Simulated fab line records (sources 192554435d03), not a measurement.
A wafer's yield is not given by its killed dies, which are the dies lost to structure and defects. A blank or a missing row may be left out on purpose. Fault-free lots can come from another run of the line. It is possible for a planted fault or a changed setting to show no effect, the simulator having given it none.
Which tool did it?	flow n5-finfet	at 1 step of a route of 1938, 12 lots with 36 wafers sampled

## WHAT THE GAUGES READ, wafer by wafer
N5_BEOL_M7_INSPECT_58: inspects for defects (darkfield).
lot	measured	on	raw-defect-count
L074	day 9 08:07	defect-inspect-01	65 37 56
L077	day 9 23:58	defect-inspect-01	43 33 58
L079	day 10 14:04	defect-inspect-01	57 82 81
L082	day 11 01:32	defect-inspect-02	65 78 88
L080	day 11 09:04	defect-inspect-01	89 146 81
L085	day 12 03:05	defect-inspect-02	58 50 84
L087	day 13 01:25	defect-inspect-01	29 41 36
L090	day 13 07:25	defect-inspect-01	67 110 99
L089	day 13 19:04	defect-inspect-01	144 139 126
L094	day 14 02:02	defect-inspect-02	78 108 125
L095	day 14 12:26	defect-inspect-01	53 82 72
L097	day 15 08:52	defect-inspect-02	107 88 79

## WHAT TOOL EACH LOT RAN ON (gives the tool, then ch and the chambers of the sampled wafers, and finally the start)
Record: no process step prior to these readings.

## THE ANSWER, worked out from the rows above alone
Rule: the usual values come from the lots themselves. The widest of any qualifying gaps counts: lots, ordered by their means at a reading, are off when they make up no more than a third of the lots, leave a main group of 4 or more, and stand apart from it by 3 or more times the standard deviation of that group's means. If all means in a main group match to the digits the tables above print for the reading, that group is not used. A lot without any number at a reading at which 4 lots or more have one is off too. All remaining lots with rows at the step are treated as sound.
None of the lots is off at any reading shown; this tells nothing.

## WHAT THE SIMULATOR PUT IN
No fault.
